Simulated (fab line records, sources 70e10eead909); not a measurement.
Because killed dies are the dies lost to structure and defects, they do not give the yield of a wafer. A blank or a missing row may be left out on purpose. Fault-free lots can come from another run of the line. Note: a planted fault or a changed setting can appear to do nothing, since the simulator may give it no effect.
Which tool is to blame?	flow nandHarc	18 wafers from 6 lots sampled at 4 of the route's 1159 steps

## WHAT EACH GAUGE READ, for each wafer
NHARC_END_SORT_01.
lot	measured	on	killedAtOther
L984	day 21 23:24	prober-02	0 0 0
L993	day 23 18:05	prober-02	0 0 0

## WHICH TOOL RAN EACH LOT (tool, then ch and the chambers of the sampled wafers, then the start)
lot	NHARC_A_SLIT_ETCH_26	NHARC_A_SLIT_STRIP_28	NHARC_A_SLIT_ETCH_29
L981	harEtch-02 ch 0,1, day 14 12:11	rieDiel-08 ch 0,2, day 14 12:40	rieDiel-08 ch 0,1,3, day 14 12:46
L984	harEtch-02 ch 1, day 16 15:07	rieDiel-08 ch 0,2, day 16 15:38	rieDiel-08 ch 0,2,3, day 16 15:44
L992	harEtch-01 ch 0,1, day 17 11:29	rieDiel-13 ch 1,2,3, day 17 12:00	rieDiel-13 ch 1,2,3, day 17 12:06
L993	harEtch-02 ch 0,1, day 18 09:59	rieDiel-13 ch 0,2, day 18 10:29	rieDiel-13 ch 0,1,3, day 18 10:34
L999	harEtch-01 ch 0,1, day 19 18:20	rieDiel-11 ch 1,2,3, day 19 18:51	rieDiel-11 ch 1,2,3, day 19 18:55
L100	harEtch-01 ch 0,1, day 20 03:26	rieDiel-11 ch 0,1, day 20 03:59	rieDiel-11 ch 1,2,3, day 20 04:05
- NHARC_A_SLIT_ETCH_26: etches the open film in C4F8/O2/Ar, time 90 s, target depth 400 nm.
- NHARC_A_SLIT_STRIP_28: strips in O2/COS.
- NHARC_A_SLIT_ETCH_29: etches the open film in CF4/O2, target depth 100 nm, overetch 10 nm, time 55 s.

## THE ANSWER, worked out from the rows above alone
Rule: what is usual is taken from the lots themselves. The widest of any qualifying gaps counts: lots, ordered by their means at a reading, are off when they make up no more than a third of the lots, leave a main group of 4 or more, and stand apart from it by 3 or more times the standard deviation of that group's means. The tables above print the reading to a certain number of digits; a main group whose means all agree to those digits is not used. A lot without any number at a reading at which 4 lots or more have one is off too. All remaining lots with rows at the step are treated as sound.
Across all readings shown, no lot is off: no conclusion can be drawn from this.

## WHAT THE SIMULATOR HAD INSERTED
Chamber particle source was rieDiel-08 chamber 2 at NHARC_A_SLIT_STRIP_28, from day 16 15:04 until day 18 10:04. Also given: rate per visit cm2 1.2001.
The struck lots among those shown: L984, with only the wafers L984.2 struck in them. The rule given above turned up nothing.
